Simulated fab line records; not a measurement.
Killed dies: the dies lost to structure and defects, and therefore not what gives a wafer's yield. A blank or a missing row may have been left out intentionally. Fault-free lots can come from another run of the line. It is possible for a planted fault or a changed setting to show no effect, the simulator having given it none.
fab line records    flow n5Finfet
record: lots: 4  wafers: 12  lastDay: 17
route steps=1938 shown BEOL_M4@1099 BEOL_M5@1112 BEOL_M10@1530 PASSIVATION@1936
lots that met no fault: from a run of the same line without faults
startH: the number of hours between the record's first day and the start of the first shown wafer of the lot    waitH: hours since the lot's step before    " identical to the entry in the row above    L1.1+2: several wafers, shown together as one row    - no value, or no start given    * or withheld: withheld    < > ~ a bound
route shown NAME@n: a module of which the file shows steps, and the number in the route of the first    usual: the fault-free wafers' mean and standard deviation    same: alike in all rows    chamber/n: place in a boat    sites: each site's reading    _std_site: standard deviation across them    _edge_site: the outer-site mean with the inner-site mean subtracted    radiusMm: how far each site lies from the wafer's centre    mask NAME#n: copy n    behind: the tool/chamber that last shaped the wafer    hold: what put the lot on hold/how long, in hours/how the hold closed    device: the n, p or np transistor that did not switch    end of line: tests run on the same wafers once the route is complete    where a step has no rows: the recipe by itself    killed: count of dies lost to structure and defects at first sort (not the wafer's yield)    map: shows each die of a wafer: x if killed, . if not, _ if none is there
set.NAME: setting as actually run; set.NAME@STEP: the setting as run at that earlier step    model.NAME: the simulator's own value behind a step, which no gauge read
a table for each step, a row for each wafer; lots at some steps of the route
services: when a tool's chamber went out of use (startH, in hours from the record's first day, below 0 if earlier), for how many hours, and the reason
== steps ==
step: N5_BEOL_M4_ANNEAL_95
recipe: tempC: 400  timeS: 240  ambient: vacuum
step: N5_BEOL_M4_SPUTTER_96
recipe: material: Cu  targetThkA: 45  tempC: -20  chamberPressurePa: 0.07  powerW: withheld  timeS: 8.29
step: N5_BEOL_M4_ECD_50
recipe: material: Cu  targetThkA: 3000
step: N5_BEOL_M4_ANNEAL_51
recipe: tempC: 225  timeS: 90  ambient: N2
step: N5_BEOL_M4_CMP_52
recipe: stopOn: SiOC  tOverpolishS: 6.8  downForcePsi: 1  platenRpm: 50  clearingPlatenDownForcePsi: 1.5  clearingPlatenRpm: 50  postCmpClean: cuAlkaline  targetThkNm: 40  clearingPlatenPadVelocityMS: 0.99484  padVelocityMS: 0.99484
step: N5_BEOL_M4_PRE_CLEAN_60
recipe: gas: NH3/H2  timeS: 15  tempC: *  rfPowerW: 300
step: N5_BEOL_M4_CO_CAP_55
recipe: material: Co  targetThkA: 20  tempC: 200  precursor: CCTBA/H2  pressureTorr: 30  timeS: 102.1
step: N5_BEOL_M4_PRE_CLEAN_56
recipe: gas: NH3  timeS: 15  tempC: withheld  rfPowerW: 300
step: N5_BEOL_M4_DEP_57
recipe: material: SiCN  targetThkA: 80  tempC: withheld  precursor: 3MS/NH3  pressureTorr: 3  rfW: 202  timeS: 14
step: N5_BEOL_M4_RC_MEAS_101
usual: DIBL_N: 36.9/1.7  DIBL_P: 36.7/2.1  IOFF_N: 0.17/0.032  IOFF_P: 0.22/0.036  ION_N: 674/12  ION_P: 461/7  SS_N: 71.7/0.6  SS_P: 73.4/0.67  VT_N: 249/3.1  VT_P: -250/3.2
lot.wafer  tool       chamber  startH  waitH  DIBL_N[mV/V]  DIBL_P[mV/V]  IOFF_N[nA/um]  IOFF_P[nA/um]  ION_N[uA/um]  ION_P[uA/um]  SS_N[mV/dec]  SS_P[mV/dec]  VT_N[mV]  VT_P[mV]
L593.3     prober-01  0        241.18  0.3    35.9          36.4          0.16           0.22           668           464           71.4          73.7          249       -249
L593.5     "          0        "       "      34.6          35.9          0.14           0.20           665           463           71.1          72.9          250       -249
L593.6     "          0        "       "      38.3          38.8          0.20           0.25           690           473           72.5          73.7          246       -247
L597.1     prober-01  0        252.85  0.0    38.0          37.6          0.18           0.20           676           459           72.0          73.0          250       -251
L597.5     "          0        "       "      35.6          34.2          0.12           0.15           653           443           71.8          72.2          254       -257
L597.6     "          0        "       "      38.3          38.6          0.18           0.21           685           460           72.3          73.8          248       -252
L599.1     prober-02  0        279.11  0.0    37.5          35.7          0.18           0.26           676           471           71.5          73.4          247       -244
L599.3     "          0        "       "      35.1          33.5          0.14           0.23           662           466           71.5          72.8          249       -247
L599.4     "          0        "       "      34.8          33.6          0.14           0.24           667           467           70.8          72.1          248       -245
L603.3     prober-02  0        295.51  0.3    40.0          40.8          0.26           0.32           698           473           73.2          75.6          244       -245
L603.5     "          0        "       "      38.0          38.5          0.20           0.27           691           468           72.0          73.5          250       -246
L603.6     "          0        "       "      37.7          38.6          0.20           0.28           682           466           71.4          74.5          247       -246
step: N5_BEOL_M5_ILD_DEP_00
recipe: material: SiCOH_lowk  targetThkA: 1406.4  tempC: 300  precursor: DEMS/porogen  pressureTorr: 5  rfW: 500  timeS: 25.9
step: N5_BEOL_M5_CURE_79
recipe: tempC: 385  timeS: 240  ambient: He/Ar  material: SiCOH_lowk
step: N5_BEOL_M5_PECVD_70
recipe: material: SiO2  targetThkA: 160  tempC: 400  precursor: TEOS/O2  pressureTorr: 5.5  rfW: 450  teosFlowSccm: 53.8  gas: O2  flowSccm: 3000  timeS: 18
step: N5_BEOL_M5_HM_DEP_02
recipe: material: TiN  targetThkA: 200  tempC: 25  chamberPressurePa: 0.49996
step: N5_BEOL_M5_COAT_59
recipe: resist: SOC  tempC: 250  timeS: 60  spinRpm: 1500  resistThkNm: 60
step: N5_BEOL_M5_COAT_60
recipe: resist: SiARC  tempC: 220  timeS: 60  spinRpm: 1500  resistThkNm: 12
step: N5_BEOL_M5_COAT_71
recipe: resist: underlayer  tempC: 205  timeS: 60  spinRpm: 1500  resistThkNm: 5
step: N5_BEOL_M5_COAT_05
recipe: resist: CAR-EUV  spinRpm: 1500  resistThkNm: 30
step: N5_BEOL_M5_EBR_07
recipe: solvent: PGMEA  ebrWidthMm: 1.5
step: N5_BEOL_M5_SOFTBAKE_06
recipe: tempC: 110  timeS: 60  resist: CAR-EUV
step: N5_BEOL_M5_EXPOSE_08
recipe: maskId: M5  na: 0.33  sourceShape: annular  sigmaInner: 0.4  sigmaOuter: 0.8  polarization: unpolarized  targetCdNm: 28  doseMj: 35.75
step: N5_BEOL_M5_PEB_09
recipe: pebTempC: 100  pebTimeS: 60  resist: CAR-EUV
step: N5_BEOL_M5_DEVELOP_10
recipe: developTimeS: 30  developer: TMAH  resist: CAR-EUV  rinseLiquid: surfactantRinse  dry: airSpin  devTempC: 23
step: N5_BEOL_M5_DESCUM_16
recipe: chemistry: O2  timeS: 7  sourcePowerW: 50  biasPowerW: 20  pressureMtorr: 20  rfFrequencyHz: 2.712e+07  tempC: 40  resist: CAR-EUV  o2FlowSccm: 225
step: N5_BEOL_M5_ETCH_72
recipe: chemistry: N2/H2  target: underlayer  targetDepthA: 65  maskMaterial: CAR-EUV  timeS: 5.2  ionEnergyEv: 200  pressureMtorr: 30  sourceW: 840  biasW: 150  n2FlowSccm: 200  h2FlowSccm: 200  ends: cleared
step: N5_BEOL_M5_ETCH_61
recipe: chemistry: CF4  target: SiARC  targetDepthA: 156  maskMaterial: CAR-EUV  timeS: 26  ionEnergyEv: 80  pressureMtorr: 40  sourceW: 545  biasW: 36  Ar_flow_sccm: 100  cf4FlowSccm: 100  ends: cleared
step: N5_BEOL_M5_ETCH_62
recipe: chemistry: N2/H2  target: SOC  targetDepthA: 750  overetchA: 150  maskMaterial: SiARC  tempC: 40  timeS: 112.5  ionEnergyEv: 200  pressureMtorr: 30  sourceW: 840  biasW: 150  n2FlowSccm: 200  h2FlowSccm: 200
step: N5_BEOL_M5_STRIP_63
recipe: chemistry: N2/H2  tempC: 40  n2FlowSccm: 200  h2FlowSccm: 200  rfFrequencyHz: 6e+07
step: N5_BEOL_M5_STRIP_73
recipe: chemistry: N2/H2  tempC: 40  n2FlowSccm: 200  h2FlowSccm: 200  rfFrequencyHz: 6e+07
step: N5_BEOL_M5_STRIP_64
recipe: chemistry: CF4  resist: SiARC  powerW: 300  biasPowerW: 75  pressureMtorr: 50  cf4FlowSccm: 150  rfFrequencyHz: 6e+07
step: N5_BEOL_M5_HM_OPEN_17
recipe: chemistry: Cl2/BCl3  targetDepthA: 200  overetchA: 60  target: TiN  maskMaterial: SOC  ionEnergyEv: 150  pressureMtorr: 10  icpW: 1000  biasW: 126  Cl2_flow_sccm: 53.25  bcl3FlowSccm: 21.75  Ar_flow_sccm: 25
step: N5_BEOL_M5_STRIP_19
recipe: chemistry: O2  powerW: 400  tempC: 40  pressureMtorr: 30  rfFrequencyHz: 6e+07  biasPowerW: 0  overashFraction: 0.2  o2FlowSccm: 225
step: N5_BEOL_M5_COAT_65
recipe: resist: SOC  tempC: 250  timeS: 60  spinRpm: 1500  resistThkNm: 60
step: N5_BEOL_M5_COAT_66
recipe: resist: SiARC  tempC: 220  timeS: 60  spinRpm: 1500  resistThkNm: 12
step: N5_BEOL_M10_CMP_52
recipe: stopOn: SiCOH_lowk  tOverpolishS: 7  downForcePsi: 1  platenRpm: 50  clearingPlatenDownForcePsi: 1.5  clearingPlatenRpm: 50  postCmpClean: cuAlkaline  targetThkNm: 140  clearingPlatenPadVelocityMS: 0.99484  padVelocityMS: 0.99484
usual: barrierFieldEndpointS: 28.8/0.76  clearingPlatenDownForcePsi: 1.500/0.0032  motorCurrentA: 6.3/0.71  overpolishRunS: 7.000/0.0087  retainingRingPressureFrac: 1.000/0.0052  slurryFlowMlMin: 150.0/0.47  timeToEndpointS: 66/4
lot.wafer  tool    chamber  startH  waitH  barrierFieldEndpointS  clearingPlatenDownForcePsi  motorCurrentA  overpolishRunS  retainingRingPressureFrac  slurryFlowMlMin  timeToEndpointS  model.Cu_of_BEOL_M10_ECD_50.thkNm  model.SiO2_of_BEOL_M10_PECVD_70.thkNm
L597.1     cmp-02  1        305.71  0.3    -                      -                           -              -               -                          -                -                316.6                              19.4
L597.6     "       1        "       "      -                      -                           -              -               -                          -                -                316.6                              20
L597.5     "       2        "       "      -                      -                           -              -               -                          -                -                311.6                              20.2
L593.3     cmp-01  2        305.81  0.3    -                      -                           -              -               -                          -                -                319.4                              19.6
L593.6     "       3        "       "      -                      -                           -              -               -                          -                -                318.4                              20
L593.5     "       0        "       "      -                      -                           -              -               -                          -                -                315                                20
L599.3     cmp-01  1        331.73  0.2    29.3                   1.505                       5.7            6.991           0.996                      151.0            68               141.4                              0
L599.4     "       2        "       "      27.5                   1.496                       6.2            6.990           1.000                      149.6            59               135.2                              0
L599.1     "       3        "       "      28.0                   1.495                       6.2            6.996           0.995                      149.4            68               138.4                              0
L603.3     cmp-03  0        348.89  0.3    28.7                   1.498                       5.3            7.017           0.987                      150.2            70               139                                0
L603.5     "       1        "       "      29.5                   1.498                       7.0            6.988           1.010                      150.4            67               138.4                              0
L603.6     "       2        "       "      30.4                   1.504                       7.2            7.004           0.998                      150.2            73               141.4                              0
step: N5_BEOL_M10_THK_MEAS_53
recipe: thkMeasGauge: xrf  reads: Cu_of_BEOL_M10_ECD_50
usual: M10_THK: 136.2/2.3
lot.wafer  tool          chamber  startH  waitH  M10_THK[nm]
L593.3     filmMetro-02  -        306.00  0.1    312.6
L593.5     "             -        "       "      307.0
L593.6     "             -        "       "      311.4
L597.1     filmMetro-01  -        306.01  0.3    314.9
L597.5     "             -        "       "      309.4
L597.6     "             -        "       "      313.2
L599.1     filmMetro-01  -        332.03  -      137.1
L599.3     "             -        "       "      141.1
L599.4     "             -        "       "      134.0
L603.3     filmMetro-02  -        349.07  -      137.3
L603.5     "             -        "       "      136.2
L603.6     "             -        "       "      139.8
step: N5_BEOL_M10_RS_MEAS_57
recipe: thkMeasGauge: four-point-probe  reads: Cu_of_BEOL_M10_ECD_50+Co_of_BEOL_M10_CVD_75+TaN_of_BEOL_M10_ALD_74
usual: M10_RS: 0.1531/0.0027
lot.wafer  tool          chamber  startH  waitH  M10_RS[ohm/sq]
L593.3     filmMetro-02  -        306.13  0.1    0.0601
L593.5     "             -        "       "      0.0608
L593.6     "             -        "       "      0.0603
L597.1     filmMetro-01  -        306.14  0.1    0.0605
L597.5     "             -        "       "      0.0616
L597.6     "             -        "       "      0.0606
L599.1     filmMetro-01  -        332.16  0.1    0.1530
L599.3     "             -        "       "      0.1493
L599.4     "             -        "       "      0.1570
L603.3     filmMetro-02  -        349.21  0.1    0.1519
L603.5     "             -        "       "      0.1529
L603.6     "             -        "       "      0.1491
step: N5_BEOL_M10_INSPECT_58
recipe: inspectInstrument: darkfield  mode: postDep
usual: rawDefectCount: 73/22
lot.wafer  tool              chamber  startH  waitH  rawDefectCount
L593.3     defectInspect-01  -        306.16  0.0    2349
L593.5     "                 -        "       "      2420
L593.6     "                 -        "       "      2335
L597.1     defectInspect-02  -        306.17  0.0    2268
L597.5     "                 -        "       "      2361
L597.6     "                 -        "       "      2352
L599.1     defectInspect-01  -        332.19  0.0    98
L599.3     "                 -        "       "      93
L599.4     "                 -        "       "      83
L603.3     defectInspect-01  -        349.23  0.0    81
L603.5     "                 -        "       "      64
L603.6     "                 -        "       "      40
step: N5_PASSIVATION_PROBE_49
usual: defectLimitedYield: 91.7/1.5  killed_at_M0_to_M3: 32/9.6  killed_at_M4_up: 13/5.3  killedAtContacts: 12/6.8  killedAtFrontEnd: 36/9.8  killedAtOther: 4/3.1  killedDies: 98/17  killedOnRim: 13/4  killedOpen: 65/13  killedShort: 32/8.5  sort_bin_5_function: 4.9/0.93  sort_bin_6_memory: 3.2/0.67  sort_bin_8_speed: 0.00/0.02  sortNPass: 1082/17  sortYieldPct: 91.7/1.4
same: grossDies: 1180  killedAtBackSide: 0  sort_bin_4_leakage[%]: 0
lot.wafer  tool       chamber  startH  waitH  defectLimitedYield[%]  killed_at_M0_to_M3  killed_at_M4_up  killedAtContacts  killedAtFrontEnd  killedAtOther  killedDies  killedOnRim  killedOpen  killedShort  sort_bin_5_function[%]  sort_bin_6_memory[%]  sort_bin_8_speed[%]  sortNPass  sortYieldPct[%]
L593.3     prober-02  -        361.40  1.3    0                      35                  1099             14                23                9              1180        152          63          30           4.9                     2.8                   0                    0          0
L593.5     prober-02  -        361.50  1.4    0                      22                  1103             10                43                2              1180        152          59          24           4.2                     2.5                   0                    0          0
L593.6     prober-02  -        361.55  1.5    0                      14                  1129             11                25                1              1180        152          37          18           3.1                     1.4                   0                    0          0
L597.1     prober-01  -        362.08  0.0    0                      26                  1090             28                33                3              1180        152          76          21           5.1                     3.1                   0                    0          0
L597.5     prober-01  -        362.28  0.2    0                      24                  1105             11                39                1              1180        152          59          29           4.1                     3.5                   0                    0          0
L597.6     prober-01  -        362.33  0.3    0                      29                  1104             10                37                0              1180        152          58          31           5.2                     2.0                   0                    0          0
L599.1     prober-01  -        386.71  0.0    92.9                   19                  18               6                 38                3              84          12           58          23           3.7                     3.1                   0                    1096       92.9
L599.3     prober-01  -        386.81  0.1    92.4                   33                  9                15                31                2              90          7            51          36           5.1                     2.4                   0                    1090       92.4
killed by level:class
L593.3 BEOL_M10:areaCmp=1086 MOL_CONTACT_COAG:geometricParticle:open=12 BEOL_M2:geometricParticle:open=11 BEOL_M1:geometricParticle:open=6 BEOL_M4:geometricParticle:open=5 STI_FIN_REVEAL:geometricParticle:open=4 BEOL_M0_SAQP:geometricParticle:open=4 BEOL_M2:geometricParticle:short=4
L593.5 BEOL_M10:areaCmp=1096 STI_FIN_REVEAL:geometricParticle:open=17 BEOL_M1:geometricParticle:open=7 MOL_CONTACT_COAG:geometricParticle:open=6 BEOL_M2:geometricParticle:open=6 FIN_SAQP:geometricParticle:short=4 MOL_CONTACT_COAG:geometricParticle:short=4 STARTING-WAFER:geometricParticle:open=4
L593.6 BEOL_M10:areaCmp=1125 STI_FIN_REVEAL:geometricParticle:open=8 MOL_CONTACT_COAG:geometricParticle:open=6 FIN_SAQP:geometricParticle:short=5 FIN_SAQP:geometricParticle:open=5 MOL_CONTACT_COAG:geometricParticle:short=5 BEOL_M0:geometricParticle:open=4 BEOL_M2:geometricParticle:open=3
L597.1 BEOL_M10:areaCmp=1082 MOL_CONTACT_COAG:geometricParticle:open=24 FIN_SAQP:geometricParticle:open=10 BEOL_M3:geometricParticle:open=7 GATE_CUT:geometricParticle:open=5 BEOL_M0_SAQP:geometricParticle:short=5 BEOL_M2:geometricParticle:open=5 STI_FIN_REVEAL:geometricParticle:open=4
L597.5 BEOL_M10:areaCmp=1088 MOL_CONTACT_COAG:geometricParticle:open=10 FIN_SAQP:geometricParticle:open=9 BEOL_M3:geometricParticle:open=9 BEOL_M4:geometricParticle:open=7 FIN_SAQP:geometricParticle:short=5 STI_FIN_REVEAL:geometricParticle:open=5 GATE_CUT:geometricParticle:open=5
L597.6 BEOL_M10:areaCmp=1091 DUMMY_GATE:geometricParticle:open=8 MOL_CONTACT_COAG:geometricParticle:open=8 BEOL_M0_SAQP:geometricParticle:short=7 STI_FIN_REVEAL:geometricParticle:open=7 BEOL_M0_SAQP:geometricParticle:open=6 BEOL_M3:geometricParticle:open=6 GATE_CUT:geometricParticle:short=5
L599.1 FIN_SAQP:geometricParticle:open=10 FIN_SAQP:geometricParticle:short=7 STI_FIN_REVEAL:geometricParticle:open=6 MOL_CONTACT_COAG:geometricParticle:open=6 BEOL_M4:geometricParticle:short=6 BEOL_M1:geometricParticle:open=5 BEOL_M3:geometricParticle:open=5 GATE_CUT:geometricParticle:open=4
L599.3 MOL_CONTACT_COAG:geometricParticle:open=12 BEOL_M0_SAQP:geometricParticle:short=11 BEOL_M4:geometricParticle:open=8 FIN_SAQP:geometricParticle:open=7 GATE_CUT:geometricParticle:short=6 BEOL_M1:geometricParticle:open=5 FIN_SAQP:geometricParticle:short=4 BEOL_M0_SAQP:geometricParticle:open=4
map L593.3 (x killed, . not)
_________________xxxxxxxxxxxx________________
______________xxxxxxxxxxxxxxxxxx_____________
___________xxxxxxxxxxxxxxxxxxxxxxxx__________
__________xxxxxxxxxxxxxxxxxxxxxxxxxx_________
________xxxxxxxxxxxxxxxxxxxxxxxxxxxxxx_______
_______xxxxxxxxxxxxxxxxxxxxxxxxxxxxxxxx______
______xxxxxxxxxxxxxxxxxxxxxxxxxxxxxxxxxx_____
_____xxxxxxxxxxxxxxxxxxxxxxxxxxxxxxxxxxxx____
____xxxxxxxxxxxxxxxxxxxxxxxxxxxxxxxxxxxxxx___
___xxxxxxxxxxxxxxxxxxxxxxxxxxxxxxxxxxxxxxxx__
___xxxxxxxxxxxxxxxxxxxxxxxxxxxxxxxxxxxxxxxx__
__xxxxxxxxxxxxxxxxxxxxxxxxxxxxxxxxxxxxxxxxxx_
__xxxxxxxxxxxxxxxxxxxxxxxxxxxxxxxxxxxxxxxxxx_
_xxxxxxxxxxxxxxxxxxxxxxxxxxxxxxxxxxxxxxxxxxxx
_xxxxxxxxxxxxxxxxxxxxxxxxxxxxxxxxxxxxxxxxxxxx
_xxxxxxxxxxxxxxxxxxxxxxxxxxxxxxxxxxxxxxxxxxxx
_xxxxxxxxxxxxxxxxxxxxxxxxxxxxxxxxxxxxxxxxxxxx
_xxxxxxxxxxxxxxxxxxxxxxxxxxxxxxxxxxxxxxxxxxxx
_xxxxxxxxxxxxxxxxxxxxxxxxxxxxxxxxxxxxxxxxxxxx
_xxxxxxxxxxxxxxxxxxxxxxxxxxxxxxxxxxxxxxxxxxxx
_xxxxxxxxxxxxxxxxxxxxxxxxxxxxxxxxxxxxxxxxxxxx
__xxxxxxxxxxxxxxxxxxxxxxxxxxxxxxxxxxxxxxxxxx_
__xxxxxxxxxxxxxxxxxxxxxxxxxxxxxxxxxxxxxxxxxx_
___xxxxxxxxxxxxxxxxxxxxxxxxxxxxxxxxxxxxxxxx__
___xxxxxxxxxxxxxxxxxxxxxxxxxxxxxxxxxxxxxxxx__
____xxxxxxxxxxxxxxxxxxxxxxxxxxxxxxxxxxxxxx___
_____xxxxxxxxxxxxxxxxxxxxxxxxxxxxxxxxxxxx____
______xxxxxxxxxxxxxxxxxxxxxxxxxxxxxxxxxx_____
_______xxxxxxxxxxxxxxxxxxxxxxxxxxxxxxxx______
________xxxxxxxxxxxxxxxxxxxxxxxxxxxxxx_______
__________xxxxxxxxxxxxxxxxxxxxxxxxxx_________
___________xxxxxxxxxxxxxxxxxxxxxxxx__________
______________xxxxxxxxxxxxxxxxxx_____________
_________________xxxxxxxxxxxx________________
map L597.1 (x killed, . not)
_________________xxxxxxxxxxxx________________
______________xxxxxxxxxxxxxxxxxx_____________
___________xxxxxxxxxxxxxxxxxxxxxxxx__________
__________xxxxxxxxxxxxxxxxxxxxxxxxxx_________
________xxxxxxxxxxxxxxxxxxxxxxxxxxxxxx_______
_______xxxxxxxxxxxxxxxxxxxxxxxxxxxxxxxx______
______xxxxxxxxxxxxxxxxxxxxxxxxxxxxxxxxxx_____
_____xxxxxxxxxxxxxxxxxxxxxxxxxxxxxxxxxxxx____
____xxxxxxxxxxxxxxxxxxxxxxxxxxxxxxxxxxxxxx___
___xxxxxxxxxxxxxxxxxxxxxxxxxxxxxxxxxxxxxxxx__
___xxxxxxxxxxxxxxxxxxxxxxxxxxxxxxxxxxxxxxxx__
__xxxxxxxxxxxxxxxxxxxxxxxxxxxxxxxxxxxxxxxxxx_
__xxxxxxxxxxxxxxxxxxxxxxxxxxxxxxxxxxxxxxxxxx_
_xxxxxxxxxxxxxxxxxxxxxxxxxxxxxxxxxxxxxxxxxxxx
_xxxxxxxxxxxxxxxxxxxxxxxxxxxxxxxxxxxxxxxxxxxx
_xxxxxxxxxxxxxxxxxxxxxxxxxxxxxxxxxxxxxxxxxxxx
_xxxxxxxxxxxxxxxxxxxxxxxxxxxxxxxxxxxxxxxxxxxx
_xxxxxxxxxxxxxxxxxxxxxxxxxxxxxxxxxxxxxxxxxxxx
_xxxxxxxxxxxxxxxxxxxxxxxxxxxxxxxxxxxxxxxxxxxx
_xxxxxxxxxxxxxxxxxxxxxxxxxxxxxxxxxxxxxxxxxxxx
_xxxxxxxxxxxxxxxxxxxxxxxxxxxxxxxxxxxxxxxxxxxx
__xxxxxxxxxxxxxxxxxxxxxxxxxxxxxxxxxxxxxxxxxx_
__xxxxxxxxxxxxxxxxxxxxxxxxxxxxxxxxxxxxxxxxxx_
___xxxxxxxxxxxxxxxxxxxxxxxxxxxxxxxxxxxxxxxx__
___xxxxxxxxxxxxxxxxxxxxxxxxxxxxxxxxxxxxxxxx__
____xxxxxxxxxxxxxxxxxxxxxxxxxxxxxxxxxxxxxx___
_____xxxxxxxxxxxxxxxxxxxxxxxxxxxxxxxxxxxx____
______xxxxxxxxxxxxxxxxxxxxxxxxxxxxxxxxxx_____
_______xxxxxxxxxxxxxxxxxxxxxxxxxxxxxxxx______
________xxxxxxxxxxxxxxxxxxxxxxxxxxxxxx_______
__________xxxxxxxxxxxxxxxxxxxxxxxxxx_________
___________xxxxxxxxxxxxxxxxxxxxxxxx__________
______________xxxxxxxxxxxxxxxxxx_____________
_________________xxxxxxxxxxxx________________
== services ==
tool    chamber  startH  hours  kind
cmp-02  -        298.56  4.0    pm
cmp-02  -        302.56  -      consumableReplace:conditioner
cmp-02  -        302.56  -      consumableReplace:pad
cmp-01  -        321.72  7.3    repair
cmp-01  -        338.52  4.8    pm
cmp-03  -        347.41  1.0    repair
== key ==
firstSign: step: N5_BEOL_M10_CMP_52  reading: toolRecord  direction: missing
effect: step: N5_BEOL_M10_THK_MEAS_53  reading: M10_THK  direction: up  sigmas: 77  usual: 136.2  struck: 311.4
effect: step: N5_BEOL_M10_RS_MEAS_57  reading: M10_RS  direction: down  sigmas: 35  usual: 0.1531  struck: 0.0607
effect: step: N5_BEOL_M10_INSPECT_58  reading: rawDefectCount  direction: up  sigmas: 99+  usual: 73  struck: 2348
effect: step: N5_PASSIVATION_PROBE_49  reading: killed_at_M4_up  direction: up  sigmas: 99+  usual: 13  struck: 1105
modelEffect: step: N5_BEOL_M10_CMP_52  value: Cu_of_BEOL_M10_ECD_50.thkNm  without: 136.4  struck: 316.3
moreKillsBornAt: N5_BEOL_M10_CMP_52@cmp-01: 3307  N5_BEOL_M10_CMP_52@cmp-02: 3261
metAt N5_BEOL_M10_CMP_52
struckWafers L593.3,L593.5,L593.6,L597.1,L597.5,L597.6
laterRowsLeftOut L593.3,L593.5,L593.6,L597.1,L597.5,L597.6
fault: kind: skippedStepWhole  tool: cmp-01,cmp-02  chamber: -  onsetH: 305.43  steps: N5_BEOL_M10_CMP_52  scope: struckLotsOnly
laterRowsLeftOut: the simulator's readings of these wafers behind a module that went badly wrong aren't trusted and aren't shown, but for the sort
